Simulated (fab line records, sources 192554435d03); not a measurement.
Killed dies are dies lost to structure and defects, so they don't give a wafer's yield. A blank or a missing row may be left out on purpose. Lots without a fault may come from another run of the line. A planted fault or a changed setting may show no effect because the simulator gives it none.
fab line records | flow n5_finfet
record lots=7 wafers=19 last_day=16
route steps=1938 shown BEOL_M0_SAQP@641 BEOL_M4@1111 PASSIVATION@1936
lots that met no fault: from a run of the same line without faults
start_h: hours from the record's first day to the start of the lot's first wafer shown | wait_h: hours since the lot's step before | " the same as in the row above | L1.1+2: a row that stands for several wafers | - no value, or no start given | * or withheld: withheld | < > ~ a bound
route shown NAME@n: a module of which the file shows steps, and the number in the route of the first | usual: mean/standard deviation of fault-free wafers | same: alike in all rows | chamber/n: place in a boat | sites: the reading at each site | _std_site: their standard deviation | _edge_site: outer sites' mean less inner sites' | radius_mm: how far each site lies from the wafer's centre | mask NAME#n: copy n | behind: the tool/chamber that last shaped the wafer | hold: why the lot was held/for how many hours/how that ended | device: the transistor (n, p or np) that didn't switch | end of line: the same wafers' tests at the end of the route | a step without rows: its recipe alone | killed: dies lost to structure and defects at the first sort, not the wafer's yield | map: a wafer's dies, x killed, . not, _ none there
set.NAME: the setting as run; set.NAME@STEP: as run at that earlier step | model.NAME: the simulator's own value behind a step, which no gauge read
lots at some steps of the route; a table a step, a row a wafer
services: from which hour (start_h, from the record's first day; less than 0 if before it) a tool's chamber was out of use, for how many hours, and why
## steps
# step N5_BEOL_M0_SAQP_COAT_81
# recipe resist=SOC temp_c=250 time_s=60 spin_rpm=1500 resist_thk_nm=100
# step N5_BEOL_M0_SAQP_COAT_82
# recipe resist=SiARC temp_c=220 time_s=60 spin_rpm=1500 resist_thk_nm=30
# step N5_BEOL_M0_SAQP_COAT_08
# recipe resist=CAR-ArF spin_rpm=1500 resist_thk_nm=90
# step N5_BEOL_M0_SAQP_EBR_10
# recipe solvent=PGMEA ebr_width_mm=1.5
# step N5_BEOL_M0_SAQP_SOFTBAKE_09
# recipe temp_c=110 time_s=60 resist=CAR-ArF
# step N5_BEOL_M0_SAQP_EXPOSE_11
# recipe mask_id=M0_CORE na=1.35 source_shape=dipole sigma_inner=0.538 sigma_outer=0.738 polarization=te target_cd_nm=42 dose_mj=55
# step N5_BEOL_M0_SAQP_PEB_12
# recipe peb_temp_c=withheld peb_time_s=60 resist=CAR-ArF
# step N5_BEOL_M0_SAQP_DEVELOP_13
# recipe develop_time_s=30 developer=TMAH resist=CAR-ArF dev_temp_c=23 rinse_liquid=diw dry=air_spin
# step N5_BEOL_M0_SAQP_CD_MEAS_14
# recipe target_cd_nm=42.5 landing_energy_ev=500 detector=se_inlens
# usual cd_nm=42.6/0.42
# columns lot.wafer tool chamber start_h wait_h cd_nm
L347.1 cd_sem-03 0 110.68 - 43.1
L347.2 " 0 " " 42.9
L347.6 " 0 " " 42.7
L349.2 cd_sem-02 0 124.36 - 42.1
L349.5 " 0 " " 42.9
L349.6 " 0 " " 42.1
L352.2 cd_sem-02 0 141.18 - 43.0
L352.3 " 0 " " 42.8
L352.5 " 0 " " 42.3
L351.2 cd_sem-01 0 142.07 - 42.4
L351.3 " 0 " " 42.7
L351.6 " 0 " " 42.7
L358.1 cd_sem-02 0 185.01 - 42.0
L358.3 " 0 " " 42.4
L359.4 cd_sem-02 0 188.76 - 42.4
L359.5 " 0 " " 42.6
L359.6 " 0 " " 42.5
L363.1 cd_sem-02 0 202.15 - 43.1
L363.6 " 0 " " 43.5
# step N5_BEOL_M0_SAQP_OVL_MEAS_15
# recipe points_per_wafer=44
# usual M0_CORE_OVL=-0.5/0.85
# columns lot.wafer tool chamber start_h wait_h M0_CORE_OVL[nm]
L347.1 overlay-02 0 110.71 0.0 -0.7
L347.2 " 0 " " 0.7
L347.6 " 0 " " -0.2
L349.2 overlay-01 0 124.38 0.0 0.4
L349.5 " 0 " " 0.1
L349.6 " 0 " " -1.0
L352.2 overlay-02 0 141.21 0.0 -1.7
L352.3 " 0 " " -1.2
L352.5 " 0 " " -0.4
L351.2 overlay-01 0 142.10 0.0 -0.9
L351.3 " 0 " " -0.4
L351.6 " 0 " " -0.9
L358.1 overlay-02 0 185.05 0.0 -0.5
L358.3 " 0 " " 0.6
L359.4 overlay-02 0 188.79 0.0 -1.4
L359.5 " 0 " " -0.5
L359.6 " 0 " " -0.7
L363.1 overlay-01 0 202.18 0.0 -1.8
L363.6 " 0 " " -2.4
# step N5_BEOL_M0_SAQP_INSPECT_16
# recipe mode=adi inspect_instrument=brightfield
# usual raw_defect_count=501/110
# columns lot.wafer tool chamber start_h wait_h raw_defect_count
L347.1 defect_inspect-01 - 110.73 0.0 397
L347.2 " - " " 488
L347.6 " - " " 473
L349.2 defect_inspect-02 - 124.41 0.0 385
L349.5 " - " " 456
L349.6 " - " " 625
L352.2 defect_inspect-01 - 141.24 0.0 779
L352.3 " - " " 518
L352.5 " - " " 486
L351.2 defect_inspect-01 - 142.12 0.0 653
L351.3 " - " " 381
L351.6 " - " " 442
L358.1 defect_inspect-02 - 185.07 0.0 607
L358.3 " - " " 684
L359.4 defect_inspect-01 - 188.81 0.0 327
L359.5 " - " " 382
L359.6 " - " " 618
L363.1 defect_inspect-01 - 202.20 0.0 556
L363.6 " - " " 429
# step N5_BEOL_M0_SAQP_DESCUM_19
# recipe chemistry=O2 time_s=7.9 source_power_w=50 bias_power_w=20 pressure_mtorr=20 rf_frequency_hz=2.712e+07 temp_c=40 resist=CAR-ArF o2_flow_sccm=225
# usual drypump_motor_current_A=5.9/0.59 oes_product_au=0.77/0.1 rf_vpp_V=243.2/1.5 showerhead_plenum_p_Torr=2.10/0.083 throttle_valve_pct=20.42/0.2
# columns lot.wafer tool chamber start_h wait_h drypump_motor_current_A oes_product_au rf_hours_counter_h rf_vpp_V showerhead_plenum_p_Torr throttle_valve_pct
L347.1 rie_diel-03 0 110.77 0.0 5.1 0.76 148 242.3 2.01 20.24
L347.2 " 2 " " 5.5 0.75 167 242.4 2.08 20.46
L347.6 " 1 " " 6.1 0.76 - 244.5 2.20 20.55
L349.2 rie_diel-01 3 124.44 0.0 6.2 0.80 87 242.5 2.02 20.16
L349.5 " 1 " " 4.7 0.68 - 242.3 2.14 20.71
L349.6 " 2 " " 6.6 0.68 - 244.7 2.07 20.81
L352.2 rie_diel-01 2 141.27 0.0 6.6 0.68 237 243.7 2.07 20.83
L352.3 " 3 " " 6.2 0.80 93 241.5 2.02 20.19
L352.5 " 1 " " 4.7 0.68 - 243.9 2.14 20.70
L351.2 rie_diel-04 3 142.16 0.0 6.8 0.69 197 241.5 1.99 20.22
L351.3 " 0 " " 5.4 0.78 145 245.2 2.18 20.52
L351.6 " 0 " " 5.4 0.78 - 244.4 2.18 20.51
L358.1 rie_diel-04 0 185.10 0.0 5.4 0.77 157 243.7 2.17 20.55
L358.3 " 3 " " 6.7 0.67 216 240.5 1.98 20.25
L359.4 rie_diel-04 1 188.84 0.0 5.4 0.96 10 243.1 2.13 20.28
L359.5 " 1 " " 5.4 0.95 - 245.4 2.13 20.26
L359.6 " 0 " " 5.4 0.78 - 245.3 2.17 20.55
L363.1 rie_diel-04 0 202.45 0.2 5.4 0.76 166 244.4 2.17 20.56
L363.6 " 2 " " 6.1 0.69 - 243.0 2.07 20.59
# step N5_BEOL_M0_SAQP_ETCH_83
# recipe chemistry=CF4 target=SiARC target_depth_a=390 mask_material=CAR-ArF time_s=65 ion_energy_ev=80 pressure_mtorr=40 source_w=545 bias_w=36 Ar_flow_sccm=100 cf4_flow_sccm=100 ends=cleared
# usual drypump_motor_current_A=5.9/0.6 etch_rf_on_time_s=64.7/0.82 oes_product_au=0.66/0.086 rf_vpp_V=184.2/1.3 showerhead_plenum_p_Torr=2.15/0.08 throttle_valve_pct=15.63/0.21
# columns lot.wafer tool chamber start_h wait_h drypump_motor_current_A etch_rf_on_time_s oes_product_au rf_hours_counter_h rf_vpp_V showerhead_plenum_p_Torr throttle_valve_pct
L347.1 rie_diel-03 0 110.80 0.0 5.2 63.8 0.65 148 183.3 2.07 15.47
L347.2 " 2 " " 5.5 64.6 0.64 167 183.5 2.14 15.71
L347.6 " 1 " " 6.1 65.6 0.64 - 185.6 2.23 15.68
L349.2 rie_diel-01 3 124.48 0.0 6.2 64.6 0.68 87 183.0 2.08 15.38
L349.5 " 1 " " 4.7 65.4 0.58 - 185.5 2.20 15.97
L349.6 " 2 " " 6.6 65.0 0.59 - 184.1 2.11 15.94
L352.2 rie_diel-01 2 141.31 0.0 6.6 65.7 0.58 237 183.6 2.11 15.94
L352.3 " 3 " " 6.2 65.2 0.68 93 183.4 2.07 15.39
L352.5 " 1 " " 4.7 65.9 0.58 - 184.8 2.19 15.97
L351.2 rie_diel-04 3 142.19 0.0 6.8 64.7 0.60 198 182.4 2.04 15.50
L351.3 " 0 " " 5.4 65.2 0.67 145 186.0 2.23 15.74
L351.6 " 0 " " 5.4 65.1 0.67 - 185.3 2.23 15.74
L358.1 rie_diel-04 0 185.14 0.0 5.4 65.6 0.66 157 184.1 2.23 15.76
L358.3 " 3 " " 6.8 101.2 0.50 216 181.8 2.04 15.56
L359.4 rie_diel-04 1 188.88 0.0 5.4 62.9 0.81 10 184.0 2.19 15.45
L359.5 " 1 " " 5.4 62.7 0.82 - 185.2 2.19 15.44
L359.6 " 0 " " 5.4 99.8 0.56 - 185.5 2.23 15.76
L363.1 rie_diel-04 0 202.48 0.0 5.4 65.5 0.65 166 182.9 2.22 15.78
L363.6 " 2 " " 6.1 100.6 0.50 - 182.6 2.11 15.82
# step N5_BEOL_M0_SAQP_ETCH_84
# recipe chemistry=N2/H2 target=SOC target_depth_a=1000 overetch_a=200 mask_material=SiARC temp_c=40 time_s=150 ion_energy_ev=200 pressure_mtorr=30 source_w=840 bias_w=150 n2_flow_sccm=200 h2_flow_sccm=200
# usual drypump_motor_current_A=5.9/0.6 oes_product_au=0.69/0.084 rf_vpp_V=524.3/2.9 showerhead_plenum_p_Torr=2.56/0.1 throttle_valve_pct=17.82/0.24
# columns lot.wafer tool chamber start_h wait_h drypump_motor_current_A oes_product_au rf_hours_counter_h rf_vpp_V showerhead_plenum_p_Torr throttle_valve_pct
L347.1 rie_diel-03 0 110.85 0.0 5.1 0.67 148 520.2 2.44 17.62
L347.2 " 2 " " 5.5 0.67 167 523.6 2.53 18.04
L347.6 " 1 " " 6.1 0.67 - 527.1 2.66 17.86
L349.2 rie_diel-01 3 124.53 0.0 6.2 0.71 87 522.0 2.46 17.61
L349.5 " 1 " " 4.7 0.62 - 525.2 2.61 18.16
L349.6 " 2 " " 6.6 0.61 - 524.8 2.51 18.21
L352.2 rie_diel-01 2 141.36 0.0 6.6 0.62 237 522.6 2.50 18.21
L352.3 " 3 " " 6.2 0.71 93 522.5 2.46 17.62
L352.5 " 1 " " 4.7 0.62 - 526.2 2.61 18.17
L351.2 rie_diel-04 3 142.24 0.0 6.8 0.62 198 519.1 2.42 17.57
L351.3 " 0 " " 5.3 0.70 145 526.1 2.66 18.04
L351.6 " 0 " " 5.4 0.70 - 527.5 2.66 18.01
L358.1 rie_diel-04 0 185.19 0.0 5.4 0.69 157 526.5 2.65 18.05
L358.3 " 3 " " 6.8 0.62 216 520.4 2.41 17.62
L359.4 rie_diel-04 1 188.93 0.0 5.4 0.83 10 524.2 2.59 17.61
L359.5 " 1 " " 5.4 0.83 - 525.9 2.59 17.61
L359.6 " 0 " " 5.4 0.69 - 527.1 2.65 18.05
L363.1 rie_diel-04 0 202.53 0.0 5.3 0.69 166 527.2 2.65 18.06
L363.6 " 2 " " 6.1 0.61 - 523.4 2.51 18.04
# step N5_BEOL_M4_RC_MEAS_101
# usual DIBL_N=35.9/1.4 DIBL_P=35.9/1.7 IOFF_N=0.155/0.023 IOFF_P=0.201/0.029 ION_N=672/8.8 ION_P=460/7 SS_N=71.6/0.48 SS_P=73.1/0.64 VT_N=250.0/3 VT_P=-251.6/3
# columns lot.wafer tool chamber start_h wait_h DIBL_N[mV/V] DIBL_P[mV/V] IOFF_N[nA/um] IOFF_P[nA/um] ION_N[uA/um] ION_P[uA/um] SS_N[mV/dec] SS_P[mV/dec] VT_N[mV] VT_P[mV]
L347.1 prober-02 0 169.92 0.0 36.7 37.4 0.166 0.228 681 468 71.8 74.1 247.3 -252.9
L347.2 " 0 " " 35.2 35.4 0.147 0.202 667 463 71.2 73.3 247.9 -247.9
L347.6 " 0 " " 34.5 34.3 0.128 0.178 674 464 70.9 73.0 252.8 -253.0
L349.2 prober-02 0 183.09 0.2 34.8 33.7 0.131 0.188 665 462 71.6 71.9 254.0 -249.1
L349.5 " 0 " " 35.7 34.9 0.139 0.206 666 462 71.8 73.1 251.4 -247.9
L349.6 " 0 " " 36.3 36.9 0.167 0.238 673 464 71.9 73.9 247.6 -244.8
L352.2 prober-01 0 192.04 0.2 36.7 38.5 0.181 0.222 680 459 72.2 73.5 249.0 -252.3
L352.3 " 0 " " 36.0 37.7 0.166 0.207 674 463 71.6 73.1 250.0 -253.5
L352.5 " 0 " " 36.0 37.6 0.165 0.207 676 461 71.5 74.0 248.4 -251.6
L351.2 prober-01 0 198.85 0.2 35.5 35.7 0.160 0.201 678 465 70.9 73.3 249.5 -249.4
L351.3 " 0 " " 34.8 34.9 0.142 0.195 663 454 71.0 72.7 251.4 -250.9
L351.6 " 0 " " 35.4 35.8 0.160 0.212 670 463 71.0 73.6 251.1 -251.1
L359.4 prober-02 0 245.94 0.5 36.8 35.7 0.147 0.197 664 453 71.8 73.1 249.5 -252.6
L359.5 " 0 " " 36.0 34.5 0.139 0.184 669 463 71.3 72.6 252.9 -253.6
L359.6 " 0 " " 38.1 36.3 0.165 0.204 677 457 71.8 72.6 250.8 -250.2
L358.1 prober-01 0 248.38 0.0 35.2 37.6 0.181 0.236 675 470 71.9 73.9 246.2 -250.2
L358.3 " 0 " " 33.8 36.1 0.148 0.212 672 468 72.0 72.9 249.1 -249.2
L363.1 prober-01 0 269.18 0.0 39.0 37.0 0.170 0.219 675 459 72.4 73.6 247.8 -255.0
L363.6 " 0 " " 39.6 38.5 0.191 0.237 684 463 72.0 74.2 247.0 -248.9
# step N5_PASSIVATION_PROBE_49
# usual defect_limited_yield=91.7/1.5 killed_at_M0_to_M3=30/8.6 killed_at_M4_up=12/4.5 killed_at_contacts=13/5.8 killed_at_front_end=38/11 killed_at_other=4/3 killed_dies=97/17 killed_open=63/12 killed_short=32/8.8 sort_bin_5_function=4.8/0.91 sort_bin_6_memory=3.1/0.68 sort_n_pass=1083/17 sort_yield_pct=91.7/1.5
# same gross_dies=1180 killed_at_back_side=0 sort_bin_4_leakage[%]=0 sort_bin_8_speed[%]=0
# columns lot.wafer tool chamber start_h wait_h defect_limited_yield[%] killed_at_M0_to_M3 killed_at_M4_up killed_at_contacts killed_at_front_end killed_at_other killed_dies killed_open killed_short sort_bin_5_function[%] sort_bin_6_memory[%] sort_n_pass sort_yield_pct[%]
L347.1 prober-01 - 275.19 0.0 89.9 20 15 14 62 8 119 89 29 7.0 2.7 1061 89.9
L347.2 prober-01 - 275.24 0.1 91.6 26 12 13 42 6 99 61 37 4.8 3.3 1081 91.6
L347.6 prober-01 - 275.44 0.3 90.4 21 13 13 61 5 113 84 28 5.9 3.2 1067 90.4
L349.2 prober-01 - 294.27 0.1 93.1 25 9 5 35 8 82 55 24 3.8 2.9 1098 93.1
L349.5 prober-01 - 294.42 0.2 91.7 29 13 9 44 3 98 71 26 5.1 3.1 1082 91.7
L349.6 prober-01 - 294.47 0.3 93.0 26 9 12 31 5 83 55 24 4.0 3.0 1097 93.0
L352.2 prober-01 - 298.30 0.1 91.7 29 11 14 37 7 98 63 32 4.8 3.1 1082 91.7
L352.3 prober-01 - 298.35 0.1 88.8 46 18 17 42 9 132 85 47 5.8 4.5 1048 88.8
L352.5 prober-01 - 298.45 0.2 91.9 26 3 10 51 6 96 54 41 4.6 3.4 1084 91.9
L351.2 prober-02 - 306.04 0.2 91.3 24 22 13 43 1 103 53 42 4.9 3.3 1077 91.3
L351.3 prober-02 - 306.09 0.3 91.9 28 12 30 24 1 95 64 28 4.7 3.1 1085 91.9
L351.6 prober-02 - 306.24 0.4 90.2 37 19 9 49 2 116 68 41 5.3 3.7 1064 90.2
L358.1 prober-02 - 357.00 0.0 91.9 25 8 16 47 0 96 70 26 4.9 3.1 1084 91.9
L358.3 prober-02 - 357.10 0.1 91.5 29 13 16 42 0 100 64 34 4.7 3.2 1080 91.5
L363.1 prober-01 - 373.39 0.0 93.6 22 10 6 36 2 76 58 16 4.2 2.1 1104 93.6
L363.6 prober-01 - 373.64 0.3 93.1 15 22 10 28 6 81 49 29 3.6 2.9 1099 93.1
# killed by level:class
L347.1 STI_FIN_REVEAL:geometric_particle:open=36 MOL_CONTACT_COAG:geometric_particle:open=10 BEOL_M4:geometric_particle:open=10 STARTING-WAFER:geometric_particle:short=6 DUMMY_GATE:geometric_particle:open=5 BEOL_M0_SAQP:geometric_particle:short=5 BEOL_M0:geometric_particle:open=5 STI_FIN_REVEAL:geometric_particle:short=4
L347.2 STI_FIN_REVEAL:geometric_particle:open=18 BEOL_M0_SAQP:geometric_particle:short=10 BEOL_M0_SAQP:geometric_particle:open=8 FIN_SAQP:geometric_particle:short=7 MOL_CONTACT_COAG:geometric_particle:short=7 BEOL_M4:geometric_particle:open=7 MOL_CONTACT_COAG:geometric_particle:open=6 BEOL_M1:geometric_particle:open=5
L347.6 STI_FIN_REVEAL:geometric_particle:open=35 DUMMY_GATE:geometric_particle:open=9 MOL_CONTACT_COAG:geometric_particle:open=8 BEOL_M4:geometric_particle:open=8 MOL_CONTACT_COAG:geometric_particle:short=5 BEOL_M0_SAQP:geometric_particle:short=5 BEOL_M3:geometric_particle:open=5 STI_FIN_REVEAL:geometric_particle:short=4
L349.2 STI_FIN_REVEAL:geometric_particle:open=8 DUMMY_GATE:geometric_particle:open=7 FIN_SAQP:geometric_particle:open=5 BEOL_M0_SAQP:geometric_particle:open=5 BEOL_M1:geometric_particle:open=5 BEOL_M3:geometric_particle:open=5 MOL_CONTACT_COAG:geometric_particle:open=4 BEOL_M4:geometric_particle:open=4
L349.5 DUMMY_GATE:geometric_particle:open=12 FIN_SAQP:geometric_particle:open=10 BEOL_M3:geometric_particle:open=9 BEOL_M2:geometric_particle:open=7 BEOL_M4:geometric_particle:open=7 MOL_CONTACT_COAG:geometric_particle:open=5 BEOL_M1:geometric_particle:open=5 STI_FIN_REVEAL:geometric_particle:open=4
L349.6 MOL_CONTACT_COAG:geometric_particle:open=10 FIN_SAQP:geometric_particle:open=8 BEOL_M2:geometric_particle:open=8 BEOL_M0_SAQP:geometric_particle:short=7 FIN_SAQP:geometric_particle:short=6 DUMMY_GATE:geometric_particle:open=6 STI_FIN_REVEAL:geometric_particle:open=4 BEOL_M3:geometric_particle:open=4
L352.2 MOL_CONTACT_COAG:geometric_particle:open=10 BEOL_M0_SAQP:geometric_particle:short=8 FIN_SAQP:geometric_particle:open=6 FIN_SAQP:geometric_particle:short=6 DUMMY_GATE:geometric_particle:open=6 BEOL_M0_SAQP:geometric_particle:open=6 BEOL_M0:geometric_particle:open=6 BEOL_M2:geometric_particle:open=5
L352.3 MOL_CONTACT_COAG:geometric_particle:open=13 FIN_SAQP:geometric_particle:short=12 BEOL_M0_SAQP:geometric_particle:open=11 FIN_SAQP:geometric_particle:open=10 BEOL_M1:geometric_particle:open=9 STI_FIN_REVEAL:geometric_particle:open=7 BEOL_M0_SAQP:geometric_particle:short=7 BEOL_M4:geometric_particle:open=6
L352.5 FIN_SAQP:geometric_particle:short=17 BEOL_M0_SAQP:geometric_particle:open=8 MOL_CONTACT_COAG:geometric_particle:open=8 FIN_SAQP:geometric_particle:open=7 STI_FIN_REVEAL:geometric_particle:open=6 GATE_CUT:geometric_particle:short=6 BEOL_M3:geometric_particle:open=4 STARTING-WAFER:geometric_particle:short=4
L351.2 FIN_SAQP:geometric_particle:short=11 BEOL_M4:geometric_particle:open=11 MOL_CONTACT_COAG:geometric_particle:open=9 BEOL_M0_SAQP:geometric_particle:short=8 FIN_SAQP:geometric_particle:open=5 BEOL_M3:geometric_particle:open=5 MOL_CONTACT_COAG:geometric_particle:short=4 BEOL_M0_SAQP:geometric_particle:open=4
L351.3 MOL_CONTACT_COAG:geometric_particle:open=23 BEOL_M2:geometric_particle:open=7 MOL_CONTACT_COAG:geometric_particle:short=6 BEOL_M3:geometric_particle:open=6 FIN_SAQP:geometric_particle:short=5 BEOL_M0_SAQP:geometric_particle:open=5 BEOL_M3:geometric_particle:short=4 STARTING-WAFER:geometric_particle:open=4
L351.6 FIN_SAQP:geometric_particle:short=13 BEOL_M2:geometric_particle:open=9 BEOL_M3:geometric_particle:open=9 STI_FIN_REVEAL:geometric_particle:open=7 MOL_CONTACT_COAG:geometric_particle:open=7 BEOL_M6:geometric_particle:open=7 BEOL_M0_SAQP:geometric_particle:short=7 DUMMY_GATE:geometric_particle:open=5
L358.1 FIN_SAQP:geometric_particle:open=13 MOL_CONTACT_COAG:geometric_particle:open=13 DUMMY_GATE:geometric_particle:open=12 BEOL_M3:geometric_particle:open=10 FIN_SAQP:geometric_particle:short=7 STARTING-WAFER:geometric_particle:short=5 BEOL_M4:geometric_particle:open=4 BEOL_M0:geometric_particle:open=3
L358.3 FIN_SAQP:geometric_particle:open=16 MOL_CONTACT_COAG:geometric_particle:open=11 STI_FIN_REVEAL:geometric_particle:open=9 BEOL_M0:geometric_particle:short=7 BEOL_M0_SAQP:geometric_particle:open=5 MOL_CONTACT_COAG:geometric_particle:short=5 DUMMY_GATE:geometric_particle:open=4 BEOL_M0_SAQP:geometric_particle:short=4
L363.1 STI_FIN_REVEAL:geometric_particle:open=15 BEOL_M3:geometric_particle:open=9 DUMMY_GATE:geometric_particle:open=5 MOL_CONTACT_COAG:geometric_particle:open=5 BEOL_M4:geometric_particle:open=5 FIN_SAQP:geometric_particle:open=3 GATE_CUT:geometric_particle:short=3 BEOL_M0_SAQP:geometric_particle:open=3
L363.6 BEOL_M4:geometric_particle:open=11 FIN_SAQP:geometric_particle:short=9 MOL_CONTACT_COAG:geometric_particle:open=9 FIN_SAQP:geometric_particle:open=4 BEOL_M1:geometric_particle:short=4 BEOL_M3:geometric_particle:open=4 BEOL_M8:geometric_particle:open=4 STARTING-WAFER:geometric_particle:open=4
## services
# columns tool chamber start_h hours kind
rie_diel-01 0 93.52 - clean
rie_diel-01 0 93.52 - consumable_replace:focus_ring
rie_diel-01 0 93.52 - consumable_replace:showerhead
rie_diel-01 0 93.52 22.0 scheduled_down
rie_diel-01 0 93.52 22.0 vent_cycle
rie_diel-03 3 122.82 - clean
rie_diel-03 3 122.82 - consumable_replace:focus_ring
rie_diel-03 - 123.29 14.6 pm
rie_diel-04 2 124.85 24.6 repair
rie_diel-01 1 144.70 - clean
rie_diel-01 1 144.70 - consumable_replace:focus_ring
rie_diel-01 1 144.70 16.8 scheduled_down
rie_diel-01 1 144.70 16.8 vent_cycle
rie_diel-04 1 149.68 - clean
rie_diel-04 1 149.68 - consumable_replace:focus_ring
rie_diel-04 1 149.68 11.9 scheduled_down
rie_diel-04 1 149.68 11.9 vent_cycle
rie_diel-04 0 161.53 6.6 repair
rie_diel-03 1 175.27 12.3 repair
rie_diel-01 2 178.99 - clean
rie_diel-01 2 178.99 - consumable_replace:focus_ring
rie_diel-01 2 178.99 18.5 scheduled_down
rie_diel-01 2 178.99 18.5 vent_cycle
rie_diel-04 3 193.45 8.9 repair
## key
first_sign step=N5_BEOL_M0_SAQP_ETCH_83 reading=etch_rf_on_time_s direction=up sigmas=44 usual=* struck=*
effect none on later readings
met_at N5_BEOL_M0_SAQP_ETCH_83
struck_wafers L358.3,L359.6,L363.6
onset_between 142.19 185.14
fault kind=process_parameter_drift tool=rie_diel-04 chamber=- onset_h=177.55 steps=N5_BEOL_M0_SAQP_ETCH_83 channel=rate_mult offset=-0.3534 shape=step end_h=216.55 scope=struck_wafers_only
